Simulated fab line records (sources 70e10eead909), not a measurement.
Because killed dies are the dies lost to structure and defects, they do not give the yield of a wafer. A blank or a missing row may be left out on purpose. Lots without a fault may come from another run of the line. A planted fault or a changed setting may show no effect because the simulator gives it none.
fab line records	flow nand_harc
record: lots: 15	wafers: 45	last_day: 23
route steps=1159 shown P_M0@267
lots untouched by any fault: they come from a run of this same line in which no faults occurred
start_h: hours from the record's opening day to when the first of the lot's shown wafers began	wait_h: hours from the lot's prior step to this one	" identical to the entry in the row above	L1.1+2: one row covering several wafers at once	- no value, or no start given	* or withheld: withheld	< > ~ a bound
route shown NAME@n: names a module that has steps shown in the file, with the first one's number in the route	usual: mean/standard deviation of fault-free wafers	same: alike in all rows	chamber/n: place in a boat	sites: the reading at each site	_std_site: standard deviation across them	_edge_site: the outer-site mean with the inner-site mean subtracted	radius_mm: for every site, how far away it sits from the centre of the wafer	mask NAME#n: copy n	behind: the tool/chamber that last shaped the wafer	hold: reason for holding the lot/hours on hold/outcome of the hold	device: the n, p or np transistor that did not switch	end of line: the route-end tests of the same wafers	for a step that has no rows: nothing shown but its recipe	killed: count of dies lost to structure and defects at first sort (not the wafer's yield)	map: shows each die of a wafer: x if killed, . if not, _ if none is there
set.NAME: the run value of the setting; set.NAME@STEP: its run value at that earlier step	model.NAME: the simulator's own value behind a step, which no gauge read
one table for each step of the route and one row for each wafer, over a sample of lots
services: from which hour (start_h, from the record's first day; less than 0 if before it) a tool's chamber was out of use, for how many hours, and why
== steps ==
step: NHARC_P_M0_ETCH_34
recipe: target_depth_a: 400	overetch_a: 120	time_s: 43.94	ion_energy_ev: 200	n2_flow_sccm: 150	h2_flow_sccm: 150	ar_flow_sccm: 0	rf_w: 400	bias_w: 150	chemistry: N2/H2
usual: drypump_motor_current_A: 5.8/0.48	oes_product_au: 0.995/0.0075	rf_vpp_V: 431.3/2.6	showerhead_plenum_p_Torr: 2.07/0.089	throttle_valve_pct: 14.171/0.0082
same: time_s: 43.94
lot.wafer	tool	chamber	start_h	wait_h	drypump_motor_current_A	oes_product_au	rf_hours_counter_h	rf_vpp_V	showerhead_plenum_p_Torr	throttle_valve_pct
L739.3	rie_diel-02	2	119.20	0.1	6.0	1.011	10	431.4	2.07	14.169
L739.2	"	3	"	"	5.5	0.998	10	429.6	1.99	14.182
L739.6	"	1	"	"	6.1	1.005	-	427.0	1.94	14.151
L743.4	rie_diel-02	1	139.72	0.1	6.0	1.007	11	427.5	1.94	14.188
L743.3	"	2	"	"	6.1	0.993	11	431.3	2.07	14.158
L743.5	"	2	"	"	6.1	1.000	-	431.0	2.07	14.173
L742.3	rie_diel-02	3	144.54	0.1	5.5	1.000	12	429.6	1.99	14.174
L742.6	"	2	"	"	6.1	1.007	-	432.0	2.07	14.182
L742.5	"	3	"	"	5.5	0.999	-	430.8	1.99	14.175
L745.1	rie_diel-02	1	145.49	0.1	6.1	0.998	12	428.0	1.94	14.180
L745.6	"	3	"	"	5.5	0.997	-	428.5	1.99	14.163
L745.5	"	0	"	"	5.5	0.997	-	427.5	1.92	14.162
L744.2	rie_diel-13	3	146.36	0.1	6.5	0.984	2	431.9	2.12	14.164
L744.3	"	0	"	"	4.8	0.989	3	429.2	1.97	14.169
L744.6	"	3	"	"	6.5	0.995	-	431.9	2.12	14.171
L748.4	rie_diel-02	2	166.87	0.1	6.1	1.008	1	429.8	2.07	14.183
L748.2	"	3	"	"	5.5	0.992	1	429.1	1.99	14.166
L748.3	"	0	"	"	5.5	0.997	1	426.6	1.92	14.183
L747.2	rie_diel-06	2	171.88	0.1	5.6	0.994	7	435.8	2.21	14.185
L747.4	"	1	"	"	6.1	0.990	7	435.0	2.14	14.163
L747.6	"	3	"	"	5.0	0.990	-	430.3	2.07	14.170
L749.1	rie_diel-02	1	180.83	0.1	6.0	1.000	2	427.4	1.94	14.167
L749.6	"	3	"	"	5.5	0.990	-	429.2	1.99	14.182
L749.5	"	0	"	"	5.5	1.002	-	427.6	1.92	14.170
L752.2	rie_diel-06	1	192.68	0.1	6.2	0.992	8	433.4	2.14	14.178
L752.3	"	3	"	"	5.0	0.991	8	431.9	2.07	14.168
L752.5	"	1	"	"	6.1	0.996	-	433.4	2.14	14.159
L750.1	rie_diel-06	2	193.23	0.1	5.7	0.988	8	434.7	2.20	14.165
L750.5	"	0	"	"	5.9	0.988	-	432.5	2.12	14.180
L750.6	"	1	"	"	6.1	0.993	-	433.9	2.14	14.175
L751.2	rie_diel-02	2	194.04	0.1	6.1	1.001	2	432.6	2.07	14.172
L751.3	"	3	"	"	5.5	1.001	2	429.1	1.99	14.163
L751.5	"	1	"	"	6.1	1.010	-	428.9	1.94	14.164
L754.2	rie_diel-06	2	209.78	0.1	5.6	0.994	10	434.5	2.20	14.175
L754.3	"	1	"	"	6.1	0.997	10	432.9	2.14	14.162
L754.5	"	2	"	"	5.6	1.001	-	434.5	2.20	14.185
L753.2	rie_diel-06	0	210.30	0.1	5.9	0.989	9	433.2	2.12	14.171
L753.4	"	1	"	"	6.1	0.988	10	433.1	2.13	14.162
L753.5	"	0	"	"	5.9	0.983	-	432.4	2.12	14.167
L756.1	rie_diel-02	2	216.27	0.1	6.1	1.004	4	432.0	2.07	14.177
L756.6	"	2	"	"	6.1	0.992	-	432.4	2.07	14.177
L756.5	"	3	"	"	5.5	0.995	-	429.2	1.99	14.175
L755.3	rie_diel-06	1	217.22	0.1	6.1	0.993	10	432.1	2.14	14.172
L755.1	"	2	"	"	5.6	0.990	10	435.8	2.20	14.170
L755.5	"	3	"	"	5.0	0.990	-	432.0	2.07	14.162
step: NHARC_P_M0_PVD_20
recipe: target_thk_a: 50	bias_v: 168.6	power_w: 15000	chamber_pressure_pa: 0.12	time_s: 8.06	substrate_temp_c: 50	material: TaN
usual: bias_v: 168.4/1.7	cathode_dc_power_W: 15000/2.8	throttle_valve_pct: 29.8/0.84	time_s: 8.06/0
lot.wafer	tool	chamber	start_h	wait_h	bias_v	cathode_dc_power_W	throttle_valve_pct	time_s
L739.3	pvd_sputter-03	-	120.14	-	168.8	14998	30.1	8.06
L739.2	"	-	"	"	167.3	14997	29.3	8.06
L739.6	"	-	"	"	166.3	15004	30.4	8.06
L743.4	pvd_sputter-01	-	140.72	-	169.1	15001	29.3	8.06
L743.3	"	-	"	"	168.2	15001	29.6	8.06
L743.5	"	-	"	"	169.3	14994	29.7	8.06
L742.3	pvd_sputter-03	-	145.69	-	170.0	14997	29.9	8.06
L742.6	"	-	"	"	170.0	14998	29.4	8.06
L742.5	"	-	"	"	167.6	14999	29.0	8.06
L745.1	pvd_sputter-02	-	146.49	-	167.8	15004	30.2	8.06
L745.6	"	-	"	"	169.9	14994	31.3	8.06
L745.5	"	-	"	"	167.7	14998	29.1	8.06
L744.3	pvd_sputter-02	-	147.32	-	169.3	14998	29.1	8.06
L744.2	"	-	"	"	167.8	14999	31.5	8.06
L744.6	"	-	"	"	166.2	15007	31.3	8.06
L748.3	pvd_sputter-03	-	167.81	-	169.1	15000	30.0	8.06
L748.4	"	-	"	"	167.8	14999	30.2	8.06
L748.2	"	-	"	"	169.6	15001	29.4	8.06
L747.4	pvd_sputter-01	-	172.84	-	168.1	14998	29.0	8.06
L747.2	"	-	"	"	167.3	15000	30.1	8.06
L747.6	"	-	"	"	169.1	15000	30.9	8.06
L749.1	pvd_sputter-02	-	181.78	-	164.8	15002	31.2	8.06
L749.6	"	-	"	"	167.9	15000	31.4	8.06
L749.5	"	-	"	"	165.7	14998	31.4	8.06
L752.2	pvd_sputter-03	-	193.62	-	168.4	15004	29.0	8.06
L752.3	"	-	"	"	168.8	14999	29.5	8.06
L752.5	"	-	"	"	172.2	14998	30.5	8.06
L750.1	pvd_sputter-01	-	194.16	-	168.6	14997	28.3	8.06
L750.6	"	-	"	"	167.3	15001	28.0	8.06
L750.5	"	-	"	"	167.9	14994	30.5	8.06
L751.2	pvd_sputter-01	-	194.99	-	166.7	15006	28.5	8.06
L751.3	"	-	"	"	165.1	15002	30.3	8.06
L751.5	"	-	"	"	169.0	15007	28.1	8.06
L754.3	pvd_sputter-03	-	210.72	-	-	-	-	-
L754.2	"	-	"	"	-	-	-	-
L754.5	"	-	"	"	-	-	-	-
L753.2	pvd_sputter-01	-	211.26	-	-	-	-	-
L753.4	"	-	"	"	-	-	-	-
L753.5	"	-	"	"	-	-	-	-
L756.1	pvd_sputter-03	-	217.24	-	-	-	-	-
L756.6	"	-	"	"	-	-	-	-
L756.5	"	-	"	"	-	-	-	-
L755.1	pvd_sputter-03	-	218.18	-	170.2	14998	30.3	8.06
L755.3	"	-	"	"	164.7	14999	29.1	8.06
L755.5	"	-	"	"	167.6	15003	30.5	8.06
step: NHARC_P_M0_CMP_23
recipe: t_overpolish_s: 20	target_thk_nm: 117.53
usual: motor_current_A: 13.0/1.5	time_to_endpoint_s: 28.5/2
lot.wafer	tool	chamber	start_h	wait_h	motor_current_A	time_to_endpoint_s
L739.3	cmp-04	1	121.11	-	15.3	28.2
L739.2	"	0	"	"	14.5	25.6
L739.6	"	1	"	"	14.8	24.5
L743.4	cmp-03	1	141.70	-	14.2	28.0
L743.3	"	2	"	"	10.5	28.4
L743.5	"	2	"	"	10.8	28.3
L742.3	cmp-03	3	146.63	-	13.3	31.0
L742.6	"	3	"	"	13.3	30.8
L742.5	"	0	"	"	14.5	28.4
L745.1	cmp-04	0	147.59	-	15.4	26.3
L745.6	"	2	"	"	11.4	28.6
L745.5	"	3	"	"	11.6	25.8
L744.2	cmp-04	3	148.39	-	11.8	26.6
L744.3	"	2	"	"	11.3	27.0
L744.6	"	3	"	"	10.9	25.7
L748.2	cmp-01	2	168.80	-	11.9	24.9
L748.3	"	3	"	"	12.7	26.8
L748.4	"	1	"	"	12.2	26.1
L747.2	cmp-01	3	173.79	-	12.4	29.3
L747.4	"	2	"	"	11.5	28.9
L747.6	"	0	"	"	13.7	29.1
L749.1	cmp-03	2	182.82	-	10.6	24.7
L749.6	"	0	"	"	15.3	24.9
L749.5	"	1	"	"	13.3	25.6
L752.3	cmp-01	1	194.72	-	12.3	32.0
L752.2	"	2	"	"	11.8	29.0
L752.5	"	0	"	"	13.0	30.4
L750.1	cmp-04	0	195.16	-	16.0	31.0
L750.6	"	0	"	"	15.0	30.3
L750.5	"	1	"	"	14.6	30.3
L751.3	cmp-04	3	196.02	-	11.8	29.1
L751.2	"	0	"	"	14.6	25.3
L751.5	"	3	"	"	11.1	29.5
L754.3	cmp-04	1	212.00	-	14.1	31.1
L754.2	"	0	"	"	15.1	31.0
L754.5	"	2	"	"	10.8	31.1
L753.2	cmp-01	0	212.62	-	13.6	27.8
L753.4	"	1	"	"	12.4	30.4
L753.5	"	0	"	"	13.6	26.8
L756.1	cmp-01	1	218.26	-	12.3	30.0
L756.6	"	2	"	"	12.2	30.0
L756.5	"	3	"	"	13.7	30.2
L755.1	cmp-03	2	219.14	-	10.0	26.9
L755.3	"	3	"	"	14.4	28.4
L755.5	"	3	"	"	13.4	31.3
step: NHARC_P_M0_INSPECT_27
usual: raw_defect_count: 314/150
lot.wafer	tool	chamber	start_h	wait_h	raw_defect_count
L739.2	defect_inspect-02	-	121.59	0.0	185
L739.3	"	-	"	"	147
L739.6	"	-	"	"	242
L743.3	defect_inspect-02	-	142.22	0.0	276
L743.4	"	-	"	"	222
L743.5	"	-	"	"	191
L742.3	defect_inspect-01	-	147.11	0.0	256
L742.5	"	-	"	"	290
L742.6	"	-	"	"	216
L745.1	defect_inspect-02	-	148.00	0.0	332
L745.5	"	-	"	"	705
L745.6	"	-	"	"	831
L744.2	defect_inspect-01	-	148.86	0.0	471
L744.3	"	-	"	"	221
L744.6	"	-	"	"	293
L748.2	defect_inspect-02	-	169.27	0.0	238
L748.3	"	-	"	"	612
L748.4	"	-	"	"	219
L747.2	defect_inspect-01	-	174.26	0.0	216
L747.4	"	-	"	"	287
L747.6	"	-	"	"	275
L749.1	defect_inspect-02	-	183.25	0.1	434
L749.5	"	-	"	"	248
L749.6	"	-	"	"	272
L752.2	defect_inspect-02	-	195.18	0.0	377
L752.3	"	-	"	"	296
L752.5	"	-	"	"	254
L750.1	defect_inspect-02	-	195.63	0.0	161
L750.5	"	-	"	"	430
L750.6	"	-	"	"	249
L751.2	defect_inspect-02	-	196.47	0.0	128
L751.3	"	-	"	"	339
L751.5	"	-	"	"	339
L754.2	defect_inspect-02	-	212.50	0.0	221
L754.3	"	-	"	"	217
L754.5	"	-	"	"	178
L753.2	defect_inspect-02	-	213.09	0.0	371
L753.4	"	-	"	"	201
L753.5	"	-	"	"	336
L756.1	defect_inspect-02	-	218.65	0.0	275
L756.5	"	-	"	"	342
L756.6	"	-	"	"	191
L755.1	defect_inspect-01	-	219.61	0.0	294
L755.3	"	-	"	"	450
L755.5	"	-	"	"	258
== services ==
tool	chamber	start_h	hours	kind
cmp-04	-	95.31	0.3	repair
rie_diel-13	-	99.00	9.0	pm
pvd_sputter-03	-	102.00	10.0	pm
cmp-04	-	105.08	4.0	pm
cmp-01	-	109.96	2.0	repair
cmp-03	-	126.18	1.3	repair
pvd_sputter-02	-	129.72	3.8	repair
rie_diel-06	3	140.28	4.9	repair
cmp-01	-	146.72	1.0	repair
rie_diel-02	-	150.70	9.0	pm
cmp-03	-	156.16	4.0	pm
pvd_sputter-01	-	158.00	10.0	pm
cmp-03	-	163.31	1.1	repair
cmp-04	-	165.70	1.1	repair
cmp-03	-	166.27	9.4	repair
cmp-01	-	167.05	1.3	repair
rie_diel-02	-	172.14	0.6	repair
cmp-01	-	179.50	4.0	pm
rie_diel-13	2	194.24	4.3	repair
cmp-01	-	195.96	0.4	repair
pvd_sputter-03	-	202.88	5.0	repair
cmp-04	-	203.08	4.0	pm
cmp-03	-	211.65	0.4	repair
pvd_sputter-02	-	214.04	10.0	pm
== key ==
first_sign: step: NHARC_P_M0_PVD_20	reading: tool_record	direction: missing
effect none on later readings
met_at NHARC_P_M0_PVD_20
struck_lots L753,L754,L756
later_rows_left_out L753.2,L753.4,L753.5,L754.2,L754.3,L754.5,L756.1,L756.5,L756.6
sort_left_out L753.2,L753.4,L753.5,L754.2,L754.3,L754.5,L756.1,L756.5,L756.6
not_acting_at NHARC_P_M0_ETCH_34,NHARC_P_M0_CMP_23,NHARC_P_M0_INSPECT_27
onset_between 194.99 210.72
fault: kind: skipped_step_whole	tool: pvd_sputter-01,pvd_sputter-03	chamber: -	onset_h: 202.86	steps: NHARC_P_M0_PVD_20	scope: struck_lots_only
sort_left_out: the simulated sort isn't trusted on such a fault, so these wafers' sort isn't shown, and their yield isn't known
later_rows_left_out: the simulator's readings of these wafers behind a module that went badly wrong aren't trusted and aren't shown, but for the sort
